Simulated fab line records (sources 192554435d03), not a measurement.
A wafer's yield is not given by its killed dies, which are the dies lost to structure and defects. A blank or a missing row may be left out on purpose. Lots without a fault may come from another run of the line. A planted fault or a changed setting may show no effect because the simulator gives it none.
Split-lot trial -- flow n5 finfet -- 7 lots, 39 wafers read, on a route of 1938 steps

## ABOUT THE SPLIT
At N5_HKMG_FIN_PWFM_ALD_03 (deposits TiN, target thk 2 nm, pulse time 1 s, purge time 3 s), the setting ald cycles was moved away from the recipe's 91 on 9 of the 39 wafers read, by -42.9% to +47.3%. This setting was run at the recipe's value on the other wafers.

The reading is taken at the split's own step.

## THE READING
TiN_of_HKMG_FIN_PWFM_ALD_03.thk nm (the simulator's own value, which no gauge read), in nm, at N5_HKMG_FIN_PWFM_ALD_03 (deposits TiN, target thk 2 nm, pulse time 1 s, purge time 3 s). No usual value for it is given in the file.

wafer,"tool, chamber at the split",ald cycles as run,against the recipe,"TiN_of_HKMG_FIN_PWFM_ALD_03.thk nm, nm",against lot-mates on the recipe
L074.1,"ald metal-04, 3,1,0",91,recipe,2,-
L074.2,"ald metal-04, 3,1,0",91,recipe,2,-
L074.5,"ald metal-04, 3,1,0",91,recipe,2,-
L074.3,"ald metal-04, 0,2,3",52,-42.9%,1.2,-0.8
L074.4,"ald metal-04, 0,2,3",52,-42.9%,1.2,-0.8
L074.6,"ald metal-04, 0,2,3",52,-42.9%,1.2,-0.8
L082.1,"ald metal-04, 1,0,2",91,recipe,2,-
L082.2,"ald metal-04, 1,0,2",91,recipe,2,-
L082.5,"ald metal-04, 1,0,2",91,recipe,2,-
L082.3,"ald metal-04, 2,3,3",113,+24.2%,2.4,+0.4
L082.4,"ald metal-04, 2,3,3",113,+24.2%,2.4,+0.4
L082.6,"ald metal-04, 2,3,3",113,+24.2%,2.4,+0.4
L085.1,"ald metal-01, 0,3,1",91,recipe,2,-
L085.3,"ald metal-01, 0,3,1",91,recipe,2,-
L085.5,"ald metal-01, 0,3,1",91,recipe,2,-
L085.2,"ald metal-01, 2,1,0",134,+47.3%,3,+1.0
L085.4,"ald metal-01, 2,1,0",134,+47.3%,3,+1.0
L085.6,"ald metal-01, 2,1,0",134,+47.3%,3,+1.0
L090.1,"ald metal-01, 2,1,3,0,2,3",91,recipe,2,-
L090.2,"ald metal-01, 2,1,3,0,2,3",91,recipe,2,-
L090.3,"ald metal-01, 2,1,3,0,2,3",91,recipe,2,-
L090.4,"ald metal-01, 2,1,3,0,2,3",91,recipe,2,-
L090.5,"ald metal-01, 2,1,3,0,2,3",91,recipe,2,-
L090.6,"ald metal-01, 2,1,3,0,2,3",91,recipe,2,-
L091.1,"ald metal-02, 3,1,2,0,2,1",91,recipe,2,-
L091.2,"ald metal-02, 3,1,2,0,2,1",91,recipe,2,-
L091.3,"ald metal-02, 3,1,2,0,2,1",91,recipe,2,-
L091.4,"ald metal-02, 3,1,2,0,2,1",91,recipe,2,-
L091.5,"ald metal-02, 3,1,2,0,2,1",91,recipe,2,-
L091.6,"ald metal-02, 3,1,2,0,2,1",91,recipe,2,-
L092.1,"ald metal-01, 1,0,3,2,2,3",91,recipe,2,-
L092.2,"ald metal-01, 1,0,3,2,2,3",91,recipe,2,-
L092.3,"ald metal-01, 1,0,3,2,2,3",91,recipe,2,-
L092.4,"ald metal-01, 1,0,3,2,2,3",91,recipe,2,-
L092.5,"ald metal-01, 1,0,3,2,2,3",91,recipe,2,-
L092.6,"ald metal-01, 1,0,3,2,2,3",91,recipe,2,-
L096.2,"ald metal-01, 1,0,0",91,recipe,2,-
L096.3,"ald metal-01, 1,0,0",91,recipe,2,-
L096.5,"ald metal-01, 1,0,0",91,recipe,2,-
Rows listing several chambers each stand for several wafers; the file does not say which wafer went through which chamber.

THE FIT
A straight line over all 39 wafers: TiN_of_HKMG_FIN_PWFM_ALD_03.thk nm changes by +0.0196 nm for each +1% of ald cycles; r = +1.00; the points scatter about the line by 0.032 nm.
The same after taking each lot's own level away (the mean of its wafers on the recipe; 39 wafers): +0.0196 nm for each +1%; r = +1.00; scatter 0.032 nm.
On that fit, the largest move of ald cycles shifts the reading by 0.93 nm.
The lots' own levels span 2.00 to 2.00 nm.
The two slopes are in agreement: the lot-to-lot level therefore moves the slope only a little.
Check: +0.913 nm against its lot-mates is what the line predicts for one of the wafers moved furthest among these (+47.3%) when that wafer is left out of the fit. Against them it came out at +1 nm.

## THESE WAFERS: OTHER SPLITS
Other splits were also applied to these wafers ahead of the reading. Each is held against what the fit with the lots' levels taken away leaves over:
other split on the same wafers,wafers away from the commonest value,r with TiN_of_HKMG_FIN_PWFM_ALD_03.thk nm (lot level and that fit taken away)
N5_FIN_SAQP_ETCH_65 time s,18,+0.35
N5_SD_EPI_N_EPI_21 epi growth time s,12,-0.18

## THE FILE'S OWN FIT
TiN_of_HKMG_FIN_PWFM_ALD_03.thk nm changes by +0.0196 nm for each +1% of ald cycles, r = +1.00.
